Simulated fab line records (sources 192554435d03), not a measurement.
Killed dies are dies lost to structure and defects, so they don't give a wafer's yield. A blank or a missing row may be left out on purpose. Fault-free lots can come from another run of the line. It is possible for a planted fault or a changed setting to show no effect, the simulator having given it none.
fab line records | flow n5_finfet
record: lots: 11 wafers: 32 last_day: 16
route steps=1938 shown BEOL_M0@715 MIM_BOT_ETCH@1867 PASS1_CAP@1874 PASSIVATION@1925
lots that met no fault: from a run of the same line without faults
start_h: hours from the record's first day to the start of the lot's first wafer shown | wait_h: hours since the lot's step before | " unchanged from the row above | L1.1+2: several wafers, shown together as one row | - no value present, or no start provided | * or withheld: withheld | < > ~ a bound
route shown NAME@n: a module of which the file shows steps, and the number in the route of the first | usual: mean/standard deviation taken from wafers without a fault | same: alike in all rows | chamber/n: place in a boat | sites: per-site readings | _std_site: standard deviation across them | _edge_site: the outer-site mean with the inner-site mean subtracted | radius_mm: how far each site lies from the wafer's centre | mask NAME#n: copy n | behind: the most recent tool/chamber to have shaped the wafer | hold: the reason the lot was held/the length of the hold in hours/how it ended | device: which transistor (n, p or np) failed to switch | end of line: the same wafers' tests at the end of the route | a step with no rows: only its recipe | killed: at the first sort, the dies lost to defects and structure; wafer yield is something else | map: a wafer's dies, marking killed ones x, the rest . and places with no die _
set.NAME: the setting the step ran with; set.NAME@STEP: the setting that earlier step ran with | model.NAME: the simulator's own value behind a step, which no gauge read
a sample of lots followed through the steps of the route, with each step as a table and each wafer as a row
services: the hour from which a tool's chamber was out of use, counted from the record's first day as start_h (under 0 if before that day), plus the number of hours and why
== steps ==
step: N5_BEOL_M0_ETCH_138
recipe: chemistry: CH3F/O2 target_depth_a: 120 target: SiCN time_s: 31.6 ion_energy_ev: 120 pressure_mtorr: 30 source_w: 395 bias_w: 75 Ar_flow_sccm: 150 CH3F_flow_sccm: 30 O2_flow_sccm: 20 ends: cleared
usual: CH3F_flow_sccm: 30.01/0.083 drypump_motor_current_A: 6.0/0.4 etch_rf_on_time_s: 29.1/0.88 oes_product_au: 0.68/0.083 rf_vpp_V: 297.9/1.3 showerhead_plenum_p_Torr: 2.02/0.057 throttle_valve_pct: 16.31/0.19
columns lot.wafer tool chamber start_h wait_h CH3F_flow_sccm drypump_motor_current_A etch_rf_on_time_s oes_product_au rf_hours_counter_h rf_vpp_V showerhead_plenum_p_Torr throttle_valve_pct
L771.2 rie_diel-03 1 115.68 0.0 29.97 5.6 29.9 0.62 161 298.7 2.08 16.14
L771.4 " 0 " " 30.21 6.5 29.7 0.82 6 299.2 2.05 16.43
L771.6 " 3 " " 29.77 5.8 29.7 0.63 - 299.0 2.00 16.51
L772.2 rie_diel-03 3 119.20 0.0 30.10 5.9 29.1 0.64 166 297.2 1.99 16.51
L772.5 " 0 " " 30.06 6.5 28.3 0.82 - 297.7 2.05 16.42
L772.6 " 1 " " 29.95 5.5 29.3 0.61 - 298.3 2.08 16.13
L774.1 rie_diel-06 0 134.94 0.0 30.00 6.0 27.5 0.79 12 300.8 2.14 16.34
L774.2 " 2 " " 30.05 5.9 29.2 0.60 227 297.0 1.98 16.52
L774.5 " 1 " " 30.21 6.6 29.7 0.57 - 296.8 2.05 16.39
L775.1 rie_diel-03 1 137.23 0.0 30.06 5.5 30.9 0.61 171 298.0 2.08 16.15
L775.4 " 3 " " 30.04 5.9 29.2 0.63 - 297.9 1.99 16.52
L775.6 " 1 " " 30.20 5.5 30.6 0.61 - 299.5 2.08 16.15
L776.4 rie_diel-03 0 142.30 0.0 29.93 6.5 28.9 0.78 - 299.1 2.05 16.45
L776.6 " 1 " " 30.00 5.6 28.9 0.61 - 298.5 2.07 16.16
L780.3 rie_diel-06 3 170.66 0.0 30.08 5.5 28.0 0.64 185 297.3 1.99 16.40
L780.4 " 2 " " 30.02 5.9 29.5 0.60 243 296.1 1.97 16.54
L780.6 " 0 " " 30.07 6.0 28.5 0.76 - 298.7 2.13 16.39
L783.2 rie_diel-03 0 190.85 0.0 29.94 6.5 28.1 0.76 37 298.5 2.04 16.47
L783.3 " 3 " " 30.08 5.8 27.2 0.61 195 297.3 1.98 16.56
L783.6 " 1 " " 30.07 5.5 30.9 0.60 - 300.2 2.07 16.18
L787.2 rie_diel-04 2 209.08 0.0 30.03 5.5 27.7 0.70 68 296.3 1.95 16.15
L787.4 " 1 " " 29.95 6.6 29.7 0.61 210 299.7 2.04 16.32
L787.6 " 2 " " 29.97 5.6 30.1 0.70 - 295.3 1.95 16.15
L789.1 rie_diel-06 2 220.11 0.0 30.03 5.9 29.2 0.80 6 297.5 1.97 16.12
L789.3 " 0 " " 29.96 6.0 29.2 0.73 45 299.5 2.13 16.41
L789.4 " 1 " " 30.07 6.6 30.1 0.78 24 298.7 2.04 15.97
L790.4 rie_diel-06 3 230.11 0.0 30.05 5.5 27.8 0.62 205 298.2 1.98 16.41
L790.5 " 3 " " 29.98 5.5 28.5 0.62 - 296.6 1.98 16.45
L790.6 " 2 " " 29.95 6.0 28.7 0.80 - 296.6 1.97 16.11
L791.1 rie_diel-06 1 232.41 0.0 29.95 6.6 29.3 0.78 26 298.1 2.04 15.98
L791.4 " 0 " " 30.01 6.0 29.4 0.72 47 300.1 2.13 16.41
L791.6 " 3 " " 30.15 5.5 28.9 0.62 - 296.2 1.98 16.43
step: N5_MIM_BOT_ETCH_ETCH_03
recipe: chemistry: Cl2/BCl3 target_depth_a: 120 pressure_mtorr: 8 icp_w: 800 bias_w: 100 Cl2_flow_sccm: 20 bcl3_flow_sccm: 80
usual: drypump_motor_current_A: 5.7/0.45 oes_product_au: 0.86/0.097 throttle_valve_pct: 27.6/0.43
columns lot.wafer tool chamber start_h wait_h drypump_motor_current_A oes_product_au rf_hours_counter_h throttle_valve_pct
L772.2 rie_metal-01 1 263.40 0.1 5.8 1.02 0 27.3
L772.5 " 1 " " 5.7 1.01 - 27.3
L772.6 " 0 " " 4.9 0.87 - 28.3
L771.2 rie_metal-03 0 270.38 0.1 6.3 0.80 47 27.9
L771.4 " 0 " " 6.3 0.80 - 27.9
L771.6 " 0 " " 6.3 0.80 - 27.9
L774.1 rie_metal-02 0 281.06 0.1 6.0 0.63 116 28.0
L774.2 " 0 " " 6.0 0.62 - 27.9
L774.5 " 0 " " 6.0 0.63 - 27.9
L775.1 rie_metal-03 0 281.23 0.1 6.3 0.79 49 27.9
L775.4 " 1 " " 5.3 0.80 - 27.1
L775.6 " 0 " " 6.3 0.79 - 27.9
L776.4 rie_metal-03 1 284.55 0.1 5.3 0.79 - 27.1
L776.6 " 0 " " 6.3 0.80 - 27.9
L780.3 rie_metal-03 0 302.86 0.1 6.3 0.79 - 27.9
L780.4 " 1 " " 5.3 0.79 - 27.1
L780.6 " 0 " " 6.3 0.79 - 27.9
L783.2 rie_metal-01 0 332.56 0.1 4.8 0.85 26 28.3
L783.3 " 0 " " 4.8 0.83 - 28.3
L783.6 " 0 " " 4.9 0.83 - 28.3
L787.2 rie_metal-02 0 367.47 0.1 6.0 0.93 5 27.2
L787.4 " 1 " " 5.7 0.95 - 27.3
L787.6 " 0 " " 5.9 0.92 - 27.2
L790.4 rie_metal-02 1 370.77 0.1 5.8 0.95 - 27.3
L790.5 " 0 " " 6.0 0.93 - 27.2
L790.6 " 1 " " 5.7 0.96 - 27.3
L791.1 rie_metal-03 1 379.96 0.1 5.3 0.76 37 27.1
L791.4 " 0 " " 6.3 0.78 - 27.9
L791.6 " 0 " " 6.3 0.78 - 27.9
L789.1 rie_metal-02 1 383.37 0.1 5.8 0.94 6 27.3
L789.3 " 1 " " 5.7 0.93 - 27.3
L789.4 " 0 " " 6.0 0.91 - 27.1
step: N5_PASSIVATION_PECVD_01
recipe: material: SiNx target_thk_a: 2000 temp_c: 400 precursor: SiH4/NH3/N2 pressure_torr: 4.9 rf_w: 1406 time_s: 43.2
usual: heater_power_w: 316/84 showerhead_plenum_p_Torr: 8.63/0.068 showerhead_vpp_V: 2348/92 throttle_valve_pct: 28.7/1.4
columns lot.wafer tool chamber start_h wait_h heater_power_w showerhead_plenum_p_Torr showerhead_vpp_V throttle_valve_pct
L772.2 pecvd-03 2 264.34 0.0 354 8.65 2251 29.6
L772.5 " 1 " " 276 8.57 2288 27.4
L772.6 " 2 " " 375 8.68 2303 29.3
L771.2 pecvd-03 0 271.16 0.0 291 8.78 2404 27.5
L771.4 " 2 " " 392 8.67 2251 29.1
L771.6 " 1 " " 262 8.57 2287 27.5
L775.1 pecvd-04 2 282.04 0.0 331 8.64 2309 26.8
L775.4 " 2 " " 338 8.65 2365 26.9
L775.6 " 0 " " 409 8.60 2541 30.8
L774.1 pecvd-02 1 282.08 0.0 278 8.62 2291 28.4
L774.2 " 0 " " 456 8.56 2409 29.5
L774.5 " 2 " " 275 8.72 2375 27.5
L776.4 pecvd-03 1 285.45 0.0 258 8.58 2267 27.5
L776.6 " 2 " " 466 8.66 2265 29.2
L780.3 pecvd-04 2 303.60 0.0 376 8.64 2285 27.1
L780.4 " 0 " " 402 8.59 2511 30.7
L780.6 " 2 " " 380 8.61 2295 26.7
L783.2 pecvd-04 0 333.47 0.0 359 8.59 2524 30.9
L783.3 " 2 " " 389 8.64 2326 27.0
L783.6 " 2 " " 390 8.61 2331 27.0
L787.2 pecvd-04 2 368.68 0.0 376 8.63 2339 27.2
L787.4 " 1 " " 110 8.60 2244 29.8
L787.6 " 0 " " 346 8.58 2479 30.8
L790.4 pecvd-04 2 371.55 0.0 325 8.63 2256 27.3
L790.5 " 1 " " 213 8.60 2204 29.6
L790.6 " 0 " " 412 8.58 2466 30.8
L791.1 pecvd-04 2 380.72 0.0 347 8.64 2316 27.1
L791.4 " 1 " " 212 8.62 2212 29.6
L791.6 " 0 " " 360 8.59 2556 30.6
L789.1 pecvd-04 1 384.24 0.0 117 8.59 2234 29.7
L789.3 " 0 " " 408 8.57 2504 30.9
L789.4 " 1 " " 136 8.62 2242 29.6
step: N5_PASSIVATION_CD_MEAS_44
recipe: target_cd_nm: 40000 landing_energy_ev: 500 detector: se_inlens
usual: cd_nm: 40002/5
columns lot.wafer tool chamber start_h wait_h cd_nm
L772.2 cd_sem-02 0 271.48 - 39997
L772.5 " 0 " " 39999
L772.6 " 0 " " 40006
L771.2 cd_sem-01 0 276.36 - 40002
L771.4 " 0 " " 39998
L771.6 " 0 " " 39995
L775.1 cd_sem-01 0 287.11 - 40003
L775.4 " 0 " " 40004
L775.6 " 0 " " 39998
L774.1 cd_sem-03 0 288.38 - 39999
L774.2 " 0 " " 40000
L774.5 " 0 " " 39996
L776.4 cd_sem-03 0 290.39 - 40005
L776.6 " 0 " " 40006
L780.3 cd_sem-02 0 307.34 - 40002
L780.4 " 0 " " 40005
L780.6 " 0 " " 40003
L783.2 cd_sem-02 0 339.15 - 40007
L783.3 " 0 " " 40014
L783.6 " 0 " " 40004
L787.2 cd_sem-02 0 375.88 - 40009
L787.4 " 0 " " 40005
L787.6 " 0 " " 40008
L790.4 cd_sem-02 0 376.70 - 40000
L790.5 " 0 " " 40001
L790.6 " 0 " " 40008
L791.1 cd_sem-02 0 386.49 - 40005
L791.4 " 0 " " 40014
L791.6 " 0 " " 40000
L789.1 cd_sem-02 0 391.55 - 40005
L789.3 " 0 " " 40004
L789.4 " 0 " " 40003
step: N5_PASSIVATION_PROBE_49
usual: defect_limited_yield: 91.2/1.5 killed_at_M0_to_M3: 31/10 killed_at_M4_up: 15/5.9 killed_at_contacts: 13/6 killed_at_front_end: 41/11 killed_at_other: 4/3.1 killed_dies: 104/18 killed_on_rim: 14/4.1 killed_open: 68/13 killed_short: 33/8.1 sort_bin_4_leakage: 0.00/0.03 sort_bin_5_function: 5.1/1.1 sort_bin_6_memory: 3.2/0.69 sort_n_pass: 1076/18 sort_yield_pct: 91.2/1.5
same: gross_dies: 1180 killed_at_back_side: 0 sort_bin_8_speed[%]: 0
columns lot.wafer tool chamber start_h wait_h defect_limited_yield[%] killed_at_M0_to_M3 killed_at_M4_up killed_at_contacts killed_at_front_end killed_at_other killed_dies killed_on_rim killed_open killed_short sort_bin_4_leakage[%] sort_bin_5_function[%] sort_bin_6_memory[%] sort_n_pass sort_yield_pct[%]
L776.4 prober-01 - 295.53 0.2 89.0 45 8 13 53 11 130 20 87 43 0 6.6 4.1 1050 89.0
L776.6 prober-01 - 295.63 0.3 90.0 38 23 19 32 6 118 15 85 32 0 6.1 3.5 1062 90.0
L780.3 prober-02 - 310.64 0.1 90.2 43 15 14 40 4 116 13 76 40 0 5.9 3.6 1064 90.2
L780.4 prober-02 - 310.69 0.2 93.7 36 5 6 25 2 74 10 51 22 0 2.7 3.4 1106 93.7
L780.6 prober-02 - 310.79 0.3 90.7 31 21 14 42 2 110 16 72 38 0 5.5 3.4 1070 90.7
L783.2 prober-01 - 343.01 0.6 91.7 17 32 5 44 0 98 9 72 25 0 4.8 3.1 1082 91.7
L783.3 prober-01 - 343.06 0.7 93.1 22 18 7 33 2 82 12 55 26 0 4.1 2.8 1098 93.1
L783.6 prober-01 - 343.21 0.8 87.8 67 20 20 33 4 144 32 63 37 0.08 6.9 4.7 1035 87.7
killed by level:class
L776.4 FIN_SAQP:geometric_particle:open=16 BEOL_M2:geometric_particle:open=13 BEOL_M0_SAQP:geometric_particle:open=12 BEOL_M3:geometric_particle:open=8 FIN_SAQP:geometric_particle:short=7 MOL_CONTACT_COAG:geometric_particle:open=7 DUMMY_GATE:geometric_particle:open=6 MOL_CONTACT_COAG:geometric_particle:short=6
L776.6 BEOL_M4:geometric_particle:open=17 MOL_CONTACT_COAG:geometric_particle:open=15 FIN_SAQP:geometric_particle:open=10 BEOL_M3:geometric_particle:open=9 BEOL_M0_SAQP:geometric_particle:open=8 STI_FIN_REVEAL:geometric_particle:open=5 DUMMY_GATE:geometric_particle:open=4 MOL_CONTACT_COAG:geometric_particle:short=4
L780.3 FIN_SAQP:geometric_particle:open=13 BEOL_M0_SAQP:geometric_particle:open=13 MOL_CONTACT_COAG:geometric_particle:open=11 BEOL_M0_SAQP:geometric_particle:short=9 BEOL_M3:geometric_particle:open=8 FIN_SAQP:geometric_particle:short=6 BEOL_M4:geometric_particle:open=6 BEOL_M3:geometric_particle:short=5
L780.4 BEOL_M3:geometric_particle:open=16 BEOL_M0_SAQP:geometric_particle:open=6 FIN_SAQP:geometric_particle:open=5 STI_FIN_REVEAL:geometric_particle:open=4 GATE_CUT:geometric_particle:short=4 MOL_CONTACT_COAG:geometric_particle:open=4 BEOL_M1:geometric_particle:open=4 BEOL_M4:geometric_particle:open=4
L780.6 FIN_SAQP:geometric_particle:open=16 FIN_SAQP:geometric_particle:short=11 MOL_CONTACT_COAG:geometric_particle:open=10 BEOL_M3:geometric_particle:open=10 BEOL_M4:geometric_particle:open=7 BEOL_M0_SAQP:geometric_particle:short=5 MOL_CONTACT_COAG:geometric_particle:short=4 BEOL_M1:geometric_particle:short=4
L783.2 STI_FIN_REVEAL:geometric_particle:open=15 BEOL_M4:geometric_particle:open=15 STARTING-WAFER:geometric_particle:open=7 BEOL_M5:geometric_particle:open=6 FIN_SAQP:geometric_particle:short=5 DUMMY_GATE:geometric_particle:open=5 BEOL_M3:geometric_particle:open=4 BEOL_M0_SAQP:geometric_particle:short=4
L783.3 BEOL_M4:geometric_particle:open=11 FIN_SAQP:geometric_particle:open=7 STI_FIN_REVEAL:geometric_particle:open=7 FIN_SAQP:geometric_particle:short=6 MOL_CONTACT_COAG:geometric_particle:open=6 BEOL_M0_SAQP:geometric_particle:short=6 BEOL_M3:geometric_particle:open=4 BEOL_M2:geometric_particle:open=4
L783.6 BEOL_M0:unspecified=44 MOL_CONTACT_COAG:geometric_particle:open=14 FIN_SAQP:geometric_particle:short=11 BEOL_M4:geometric_particle:open=9 FIN_SAQP:geometric_particle:open=8 STI_FIN_REVEAL:geometric_particle:open=8 BEOL_M0_SAQP:geometric_particle:short=7 MOL_CONTACT_COAG:geometric_particle:short=6
== services ==
columns tool chamber start_h hours kind
rie_diel-06 1 100.93 9.5 repair
rie_diel-03 2 117.19 15.1 repair
rie_metal-02 0 119.98 2.2 repair
pecvd-03 1 152.33 5.4 repair
pecvd-04 2 175.10 8.4 repair
pecvd-02 2 186.72 8.7 repair
rie_diel-03 1 203.54 3.0 repair
pecvd-03 - 206.11 2.8 pm
pecvd-02 0 208.82 4.3 repair
rie_metal-01 - 214.14 1.4 pm
rie_diel-06 - 225.12 1.1 repair
pecvd-03 - 246.54 6.0 pm
pecvd-04 - 253.34 2.8 pm
rie_diel-04 - 273.17 0.6 repair
pecvd-04 - 286.11 7.2 repair
rie_diel-04 1 300.68 13.4 repair
pecvd-03 1 303.83 6.1 repair
rie_diel-03 - 309.50 4.3 pm
pecvd-02 2 311.80 1.7 repair
rie_diel-04 0 318.84 5.6 repair
rie_metal-02 1 319.00 20.6 repair
rie_diel-06 3 325.95 5.6 repair
pecvd-03 2 349.25 8.5 repair
pecvd-02 0 371.93 6.4 repair
== key ==
first_sign: step: N5_PASSIVATION_PROBE_49 reading: killed_at_M0_to_M3 direction: up sigmas: 3.5 usual: 31 struck: 67
effect: step: N5_PASSIVATION_PROBE_49 reading: killed_on_rim direction: up sigmas: 4.4 usual: 14 struck: 32
more_kills_born_at: N5_BEOL_M0_ETCH_138@rie_diel-03: 44
met_at N5_BEOL_M0_ETCH_138
struck_lots L783
struck_wafers L783.6
not_acting_at N5_MIM_BOT_ETCH_ETCH_03,N5_PASSIVATION_PECVD_01,N5_PASSIVATION_CD_MEAS_44
onset_between 142.30 190.85
fault: kind: chamber_particle_source tool: rie_diel-03 chamber: 1 onset_h: 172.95 steps: N5_BEOL_M0_ETCH_138 rate_per_visit_cm2: 0.5224 end_h: 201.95
